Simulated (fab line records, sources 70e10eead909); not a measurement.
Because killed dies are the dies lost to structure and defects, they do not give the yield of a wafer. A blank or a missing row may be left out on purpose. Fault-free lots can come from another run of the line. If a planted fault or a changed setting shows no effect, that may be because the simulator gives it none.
fab line records | flow nand_harc | part 1 of 2: steps 1 to 4 of 6
record: lots: 24 wafers: 72 last_day: 24
route steps=1159 shown A_CONTACT@860
lots that met no fault: taken from a fault-free run of the same line
start_h: hours from the record's first day to the start of the lot's first wafer shown | wait_h: hours from the lot's prior step to this one | " same as the row above | L1.1+2: a row that stands for several wafers | - no value present, or no start provided | * or withheld: withheld | < > ~ a bound
route shown NAME@n: a module of which the file shows steps, and the number in the route of the first | usual: mean/standard deviation taken from wafers without a fault | same: alike in all rows | chamber/n: place in a boat | sites: the reading at each site | _std_site: standard deviation of those values | _edge_site: inner sites' mean taken away from outer sites' mean | radius_mm: for every site, how far away it sits from the centre of the wafer | mask NAME#n: copy n | behind: the most recent tool/chamber to have shaped the wafer | hold: what put the lot on hold/how long, in hours/how the hold closed | device: the n, p or np transistor that did not switch | end of line: tests run on the same wafers once the route is complete | step lacking rows: just its recipe | killed: count of dies lost to structure and defects at first sort (not the wafer's yield) | map: dies across one wafer; x = killed, . = not, _ = none there
set.NAME: the setting the step ran with; set.NAME@STEP: the setting that earlier step ran with | model.NAME: the simulator's own value behind a step, which no gauge read
one table for each step of the route and one row for each wafer, over a sample of lots
services: when a tool's chamber went out of use (start_h, in hours from the record's first day, below 0 if earlier), for how many hours, and the reason
== steps ==
step: NHARC_A_CONTACT_ETCH_50
recipe: target_depth_a: 847 time_s: 42.4 cf4_flow_sccm: 100 chf3_flow_sccm: 30 ar_flow_sccm: 0 rf_w: 500 bias_w: 200 chemistry: CF4/CHF3
usual: drypump_motor_current_A: 5.7/0.41 oes_product_au: 0.956/0.021 rf_vpp_V: 371.6/2.6 showerhead_plenum_p_Torr: 1.60/0.072 throttle_valve_pct: 16.804/0.0093
columns lot.wafer tool chamber start_h wait_h drypump_motor_current_A oes_product_au rf_hours_counter_h rf_vpp_V showerhead_plenum_p_Torr throttle_valve_pct
L075.3 rie_diel-12 0 - - 5.6 0.917 63 373.5 1.68 16.806
L075.4 " 1 " " 5.2 0.922 61 372.9 1.64 16.803
L075.5 " 1 " " 5.2 0.922 - 372.9 1.64 16.801
L076.2 rie_diel-01 1 - - 5.6 0.977 21 370.0 1.58 16.787
L076.5 " 0 " " 6.3 0.954 - 367.6 1.46 16.814
L076.6 " 1 " " 5.7 0.996 - 370.3 1.59 16.814
L074.3 rie_diel-01 3 - - 6.2 0.964 23 371.2 1.64 16.812
L074.2 " 0 " " 6.3 0.981 23 367.4 1.46 16.798
L074.6 " 0 " " 6.3 0.974 - 366.8 1.46 16.800
L079.3 rie_diel-11 2 - - 5.8 0.946 2 367.2 1.49 16.802
L079.2 " 3 " " 5.8 0.952 2 371.7 1.59 16.807
L079.6 " 2 " " 5.8 0.959 - 368.6 1.49 16.803
L078.3 rie_diel-11 1 - - 5.6 0.938 3 373.3 1.66 16.803
L078.4 " 3 " " 5.8 0.946 4 370.6 1.59 16.792
L078.5 " 1 " " 5.6 0.955 - 372.9 1.66 16.801
L080.1 rie_diel-11 0 - - 5.6 0.968 4 373.4 1.65 16.792
L080.5 " 1 " " 5.6 0.986 - 373.7 1.66 16.813
L080.6 " 2 " " 5.8 0.975 - 367.5 1.49 16.820
L077.3 rie_diel-11 2 - - 5.7 0.993 6 368.7 1.49 16.791
L077.5 " 3 " " 5.8 0.962 - 371.1 1.59 16.795
L077.6 " 0 " " 5.6 0.973 - 373.3 1.65 16.809
L081.2 rie_diel-12 1 - - 5.2 0.967 8 373.6 1.64 16.809
L081.1 " 2 " " 4.8 0.982 7 375.9 1.70 16.812
L081.6 " 0 " " 5.5 0.965 - 375.8 1.68 16.801
L083.3 rie_diel-11 1 - - 5.6 0.976 11 371.9 1.66 16.805
L083.4 " 2 " " 5.8 0.984 10 367.2 1.49 16.787
L083.2 " 3 " " 5.8 0.963 11 370.1 1.59 16.818
L082.4 rie_diel-12 1 - - 5.2 0.949 12 372.4 1.64 16.800
L082.2 " 2 " " 4.9 0.960 10 376.2 1.70 16.808
L082.6 " 1 " " 5.2 0.960 - 373.5 1.64 16.811
L084.1 rie_diel-11 0 - - 5.6 0.951 13 373.3 1.65 16.807
L084.5 " 2 " " 5.8 0.952 - 368.5 1.49 16.805
L084.6 " 3 " " 5.8 0.945 - 370.1 1.59 16.805
L086.2 rie_diel-12 3 - - 5.4 0.963 17 375.4 1.68 16.804
L086.3 " 0 " " 5.5 0.973 20 373.1 1.68 16.803
L086.5 " 0 " " 5.5 0.973 - 374.9 1.68 16.804
L085.1 rie_diel-11 3 - - 5.8 0.967 15 371.2 1.59 16.803
L085.5 " 2 " " 5.8 0.968 - 367.7 1.49 16.817
L085.6 " 3 " " 5.8 0.965 - 371.6 1.59 16.803
L087.3 rie_diel-11 1 - - 5.5 0.958 15 375.2 1.66 16.790
L087.2 " 0 " " 5.6 0.963 15 373.6 1.65 16.804
L087.5 " 2 " " 5.7 0.943 - 367.3 1.48 16.797
L091.1 rie_diel-01 1 - - 5.6 0.933 51 371.0 1.58 16.799
L091.5 " 3 " " 6.3 0.926 - 372.9 1.63 16.809
L091.6 " 0 " " 6.4 0.924 - 366.2 1.45 16.793
L090.3 rie_diel-12 2 - - 4.8 0.923 23 374.2 1.69 16.806
L090.1 " 0 " " 5.6 0.924 26 374.8 1.68 16.813
L090.5 " 3 " " 5.4 0.931 - 374.9 1.68 16.813
L089.2 rie_diel-11 0 - - 5.6 0.956 18 373.6 1.65 16.802
L089.3 " 2 " " 5.8 0.955 18 368.3 1.48 16.813
L089.5 " 0 " " 5.6 0.948 - 373.3 1.65 16.794
L088.2 rie_diel-11 3 - - 5.7 0.973 20 369.6 1.59 16.799
L088.4 " 1 " " 5.6 0.962 18 373.3 1.66 16.815
L088.5 " 3 " " 5.8 0.972 - 371.5 1.59 16.805
L093.2 rie_diel-12 1 - - 5.2 0.976 29 371.9 1.63 16.794
L093.3 " 0 " " 5.5 0.982 29 374.0 1.68 16.798
L093.6 " 1 " " 5.2 0.991 - 372.7 1.63 16.798
L092.1 rie_diel-01 1 - - 5.6 0.938 56 370.3 1.58 16.796
L092.4 " 0 " " 6.3 0.929 58 367.1 1.45 16.802
L092.6 " 1 " " 5.7 0.937 - 370.8 1.58 16.801
L094.3 rie_diel-11 1 - - 5.5 0.976 20 373.3 1.66 16.807
L094.1 " 2 " " 5.8 0.972 21 369.4 1.48 16.798
L094.5 " 0 " " 5.6 0.982 - 372.5 1.65 16.804
L096.1 rie_diel-01 1 - - 5.7 0.934 59 371.2 1.58 16.825
L096.3 " 2 " " 6.6 0.917 59 370.1 1.55 16.793
L096.2 " 3 " " 6.3 0.921 61 371.8 1.63 16.786
L095.3 rie_diel-01 1 - - 5.7 0.930 62 369.6 1.58 16.807
L095.6 " 2 " " 6.6 0.927 - 369.6 1.55 16.801
L095.5 " 3 " " 6.2 0.927 - 371.8 1.63 16.806
L097.3 rie_diel-11 1 - - 5.6 0.960 25 373.7 1.66 16.812
L097.2 " 2 " " 5.7 0.966 27 368.3 1.48 16.799
L097.5 " 3 " " 5.8 0.954 - 371.9 1.58 16.808
step: NHARC_A_CONTACT_ETCH_111
recipe: source_w: withheld pressure_mtorr: 20 bias_v: withheld time_s: 140 target_depth_a: 7000 ar_flow_sccm: withheld c4f8_flow_sccm: withheld o2_flow_sccm: withheld chemistry: C4F8/O2/Ar
columns lot.wafer tool chamber start_h wait_h rf_hours_counter_h
L075.3 har_cap_etch-01 1 371.97 - -
L075.4 " 0 " " -
L075.5 " 1 " " -
L076.2 har_cap_etch-02 1 372.59 - 11
L076.6 " 0 " " -
L076.5 " 1 " " -
L074.2 har_cap_etch-01 1 376.09 - 55
L074.3 " 0 " " -
L074.6 " 1 " " -
L079.2 har_cap_etch-02 1 385.12 - 13
L079.3 " 0 " " -
L079.6 " 0 " " -
L078.4 har_cap_etch-03 1 387.45 - -
L078.3 " 0 " " -
L078.5 " 0 " " -
L080.1 har_cap_etch-01 1 389.83 - 58
L080.6 " 1 " " -
L080.5 " 0 " " -
L077.3 har_cap_etch-02 1 397.34 - -
L077.6 " 0 " " -
L077.5 " 1 " " -
L081.1 har_cap_etch-02 1 407.74 - 17
L081.2 " 0 " " 17
L081.6 " 1 " " -
L083.2 har_cap_etch-02 0 420.12 - 18
L083.4 " 1 " " -
L083.3 " 0 " " -
L082.2 har_cap_etch-03 0 420.25 - 94
L082.4 " 0 " " -
L082.6 " 0 " " -
L084.1 har_cap_etch-01 0 429.39 - 64
L084.5 " 0 " " -
L084.6 " 1 " " -
L086.2 har_cap_etch-02 0 447.22 - 21
L086.3 " 1 " " -
L086.5 " 1 " " -
L085.1 har_cap_etch-01 0 448.16 - 66
L085.5 " 1 " " -
L085.6 " 0 " " -
L087.2 har_cap_etch-03 1 453.25 - 98
L087.3 " 1 " " -
L087.5 " 0 " " -
L091.1 har_cap_etch-01 0 460.58 - 69
L091.6 " 1 " " -
L091.5 " 0 " " -
L090.1 har_cap_etch-01 0 463.28 - 70
L090.3 " 1 " " -
L090.5 " 0 " " -
L089.2 har_cap_etch-02 1 466.45 - 25
L089.3 " 0 " " -
L089.5 " 1 " " -
L088.2 har_cap_etch-01 1 468.68 - 71
L088.4 " 1 " " -
L088.5 " 1 " " -
L093.2 har_cap_etch-03 1 471.65 - 102
L093.3 " 0 " " -
L093.6 " 1 " " -
L092.1 har_cap_etch-02 0 475.14 - 27
L092.4 " 0 " " -
L092.6 " 0 " " -
L094.1 har_cap_etch-03 1 477.62 - 104
L094.3 " 1 " " -
L094.5 " 0 " " -
L096.1 har_cap_etch-02 1 478.18 - 28
L096.2 " 0 " " 28
L096.3 " 0 " " -
L095.3 har_cap_etch-01 1 485.03 - -
L095.6 " 0 " " -
L095.5 " 1 " " -
L097.2 har_cap_etch-03 0 511.33 - 110
L097.3 " 0 " " -
L097.5 " 0 " " -
step: NHARC_A_CONTACT_INSPECT_71
usual: raw_defect_count: 27/11
columns lot.wafer tool chamber start_h wait_h raw_defect_count
L075.3 defect_inspect-01 - 377.44 0.0 22
L075.4 " - " " 28
L075.5 " - " " 38
L076.2 defect_inspect-02 - 378.36 0.0 13
L076.5 " - " " 25
L076.6 " - " " 21
L074.2 defect_inspect-02 - 382.92 0.0 15
L074.3 " - " " 7
L074.6 " - " " 13
L079.2 defect_inspect-02 - 391.12 0.0 14
L079.3 " - " " 19
L079.6 " - " " 13
L078.3 defect_inspect-01 - 392.91 0.0 21
L078.4 " - " " 23
L078.5 " - " " 34
L080.1 defect_inspect-02 - 396.55 0.0 26
L080.5 " - " " 34
L080.6 " - " " 31
L077.3 defect_inspect-02 - 404.19 0.0 8
L077.5 " - " " 15
L077.6 " - " " 8
L081.1 defect_inspect-02 - 413.72 0.0 40
L081.2 " - " " 32
L081.6 " - " " 26
L082.2 defect_inspect-02 - 426.00 0.0 29
L082.4 " - " " 39
L082.6 " - " " 45
L083.2 defect_inspect-02 - 426.28 0.0 27
L083.3 " - " " 19
L083.4 " - " " 20
L084.1 defect_inspect-01 - 435.98 0.0 28
L084.5 " - " " 25
L084.6 " - " " 25
L086.2 defect_inspect-02 - 453.49 0.0 17
L086.3 " - " " 21
L086.5 " - " " 14
L085.1 defect_inspect-01 - 453.85 0.0 28
L085.5 " - " " 20
L085.6 " - " " 26
L087.2 defect_inspect-01 - 458.78 0.0 25
L087.3 " - " " 29
L087.5 " - " " 34
L091.1 defect_inspect-01 - 468.74 0.0 33
L091.5 " - " " 33
L091.6 " - " " 29
L090.1 defect_inspect-01 - 471.89 0.0 27
L090.3 " - " " 26
L090.5 " - " " 24
L089.2 defect_inspect-02 - 473.65 0.0 34
L089.3 " - " " 34
L089.5 " - " " 33
L088.2 defect_inspect-01 - 474.25 0.0 14
L088.4 " - " " 12
L088.5 " - " " 15
L093.2 defect_inspect-02 - 479.97 0.0 43
L093.3 " - " " 46
L093.6 " - " " 44
L092.1 defect_inspect-01 - 487.13 0.0 16
L092.4 " - " " 24
L092.6 " - " " 29
L094.1 defect_inspect-01 - 489.40 0.0 25
L094.3 " - " " 15
L094.5 " - " " 20
L096.1 defect_inspect-01 - 490.73 0.0 44
L096.2 " - " " 50
L096.3 " - " " 36
L095.3 defect_inspect-01 - 494.36 0.0 46
L095.5 " - " " 34
L095.6 " - " " 28
L097.2 defect_inspect-02 - 516.77 0.0 38
L097.3 " - " " 41
L097.5 " - " " 46
step: NHARC_A_CONTACT_DESCUM_74
recipe: time_s: 3 o2_flow_sccm: 200 ar_flow_sccm: 0 bias_power_w: 0 chemistry: O2
usual: drypump_motor_current_A: 5.7/0.43 oes_product_au: 1.002/0.0067 rf_vpp_V: 58.1/0.9 showerhead_plenum_p_Torr: 1.96/0.092 throttle_valve_pct: 11.311/0.0089
same: bias_power_w: 0
columns lot.wafer tool chamber start_h wait_h drypump_motor_current_A oes_product_au rf_hours_counter_h rf_vpp_V showerhead_plenum_p_Torr throttle_valve_pct
L075.3 rie_diel-11 0 377.51 0.1 5.6 1.002 0 57.8 2.02 11.321
L075.4 " 1 " " 5.6 0.992 0 58.2 2.03 11.301
L075.5 " 0 " " 5.6 1.008 - 58.1 2.02 11.313
L076.2 rie_diel-11 3 378.42 0.1 5.8 0.988 1 58.8 1.94 11.310
L076.5 " 3 " " 5.8 1.002 - 58.3 1.94 11.315
L076.6 " 0 " " 5.7 1.014 - 57.8 2.02 11.309
L074.2 rie_diel-11 3 382.98 0.1 5.8 1.000 2 59.0 1.94 11.301
L074.3 " 1 " " 5.5 1.002 2 58.2 2.03 11.302
L074.6 " 3 " " 5.8 0.990 - 58.1 1.94 11.315
L079.2 rie_diel-11 1 391.19 0.1 5.6 0.998 6 59.4 2.03 11.311
L079.3 " 3 " " 5.8 0.992 5 57.2 1.93 11.312
L079.6 " 1 " " 5.6 1.002 - 58.7 2.03 11.302
L078.3 rie_diel-01 3 392.97 0.1 6.2 1.000 31 56.4 1.99 11.313
L078.4 " 2 " " 6.6 0.997 30 57.4 1.90 11.315
L078.5 " 0 " " 6.4 0.986 - 56.8 1.76 11.298
L080.1 rie_diel-12 1 396.61 0.1 5.2 1.004 2 59.1 2.00 11.319
L080.6 " 1 " " 5.2 1.002 - 59.0 2.00 11.296
L080.5 " 2 " " 4.9 1.001 - 59.8 2.08 11.322
L077.3 rie_diel-11 2 404.27 0.1 5.8 1.000 8 57.5 1.80 11.323
L077.5 " 0 " " 5.6 0.995 - 58.9 2.01 11.306
L077.6 " 1 " " 5.6 0.992 - 57.5 2.03 11.315
L081.2 rie_diel-12 0 413.79 0.1 5.5 0.988 9 57.3 2.05 11.315
L081.1 " 1 " " 5.3 0.997 9 57.8 1.99 11.313
L081.6 " 0 " " 5.6 1.004 - 57.7 2.05 11.314
L082.4 rie_diel-11 1 426.06 0.1 5.6 1.008 12 60.0 2.03 11.328
L082.2 " 2 " " 5.8 1.004 11 57.8 1.80 11.320
L082.6 " 1 " " 5.6 1.006 - 56.8 2.03 11.326
L083.4 rie_diel-01 2 426.35 0.1 6.6 1.006 41 57.2 1.89 11.312
L083.2 " 3 " " 6.3 1.004 43 58.2 1.99 11.312
L083.3 " 0 " " 6.3 1.005 43 57.6 1.76 11.310
L084.1 rie_diel-12 3 436.04 0.1 5.3 1.013 14 58.3 2.05 11.313
L084.6 " 3 " " 5.4 1.005 - 59.4 2.05 11.312
L084.5 " 0 " " 5.5 1.002 - 57.8 2.05 11.306
L086.3 rie_diel-11 3 453.57 0.1 5.8 1.005 16 57.2 1.93 11.313
L086.2 " 0 " " 5.6 1.011 16 57.3 2.01 11.314
L086.5 " 2 " " 5.8 1.011 - 57.5 1.80 11.319
L085.1 rie_diel-01 3 453.92 0.1 6.3 1.003 52 60.2 1.99 11.334
L085.5 " 1 " " 5.6 1.012 - 56.4 1.92 11.318
L085.6 " 2 " " 6.6 1.003 - 58.7 1.89 11.299
L087.3 rie_diel-11 1 458.85 0.1 5.6 1.005 16 58.9 2.03 11.313
L087.2 " 3 " " 5.8 0.998 17 58.1 1.93 11.314
L087.5 " 1 " " 5.6 1.003 - 58.1 2.03 11.308
L091.1 rie_diel-01 0 468.81 0.1 6.4 1.000 56 56.2 1.76 11.315
L091.6 " 3 " " 6.3 1.006 - 57.4 1.98 11.307
L091.5 " 0 " " 6.4 0.999 - 57.7 1.76 11.296
L090.3 rie_diel-11 1 471.95 0.1 5.6 1.007 19 57.8 2.03 11.307
L090.1 " 0 " " 5.6 1.010 19 58.8 2.01 11.304
L090.5 " 2 " " 5.8 0.998 - 57.8 1.80 11.311
L089.2 rie_diel-01 2 473.72 0.1 6.6 1.011 56 56.8 1.89 11.303
L089.3 " 1 " " 5.7 1.013 56 58.0 1.92 11.310
L089.5 " 3 " " 6.3 1.007 - 57.4 1.98 11.306
L088.2 rie_diel-01 3 474.38 0.1 6.3 0.996 59 59.1 1.98 11.314
L088.4 " 0 " " 6.4 0.992 58 58.2 1.76 11.304
L088.5 " 1 " " 5.7 1.005 - 58.3 1.92 11.297
L093.2 rie_diel-12 1 480.04 0.1 5.2 1.010 35 57.7 1.99 11.302
L093.3 " 0 " " 5.6 0.997 34 58.6 2.04 11.302
L093.6 " 2 " " 4.8 1.008 - 59.0 2.07 11.299
L092.1 rie_diel-01 0 487.21 0.1 6.3 0.997 60 57.7 2.08 11.326
L092.4 " 1 " " 5.7 1.012 62 57.0 1.92 11.309
L092.6 " 2 " " 6.7 1.001 - 58.5 1.89 11.305
L094.3 rie_diel-11 0 489.46 0.1 5.6 1.003 21 57.8 2.01 11.305
L094.1 " 1 " " 5.6 0.998 21 57.8 2.03 11.299
L094.5 " 1 " " 5.5 0.998 - 57.5 2.03 11.316
L096.2 rie_diel-11 1 490.79 0.1 5.5 1.003 21 58.0 2.02 11.301
L096.3 " 2 " " 5.7 1.002 23 57.8 1.80 11.305
L096.1 " 0 " " 5.6 1.002 22 59.3 2.01 11.310
L095.3 rie_diel-12 0 494.44 0.1 5.5 1.001 39 57.5 2.04 11.293
L095.5 " 0 " " 5.6 0.994 - 59.6 2.04 11.297
L095.6 " 2 " " 4.9 0.999 - 57.0 2.06 11.327
L097.2 rie_diel-11 1 516.84 0.1 5.5 1.007 27 59.5 2.02 11.299
L097.3 " 2 " " 5.8 1.002 28 58.2 1.80 11.301
L097.5 " 1 " " 5.6 1.012 - 57.5 2.02 11.314
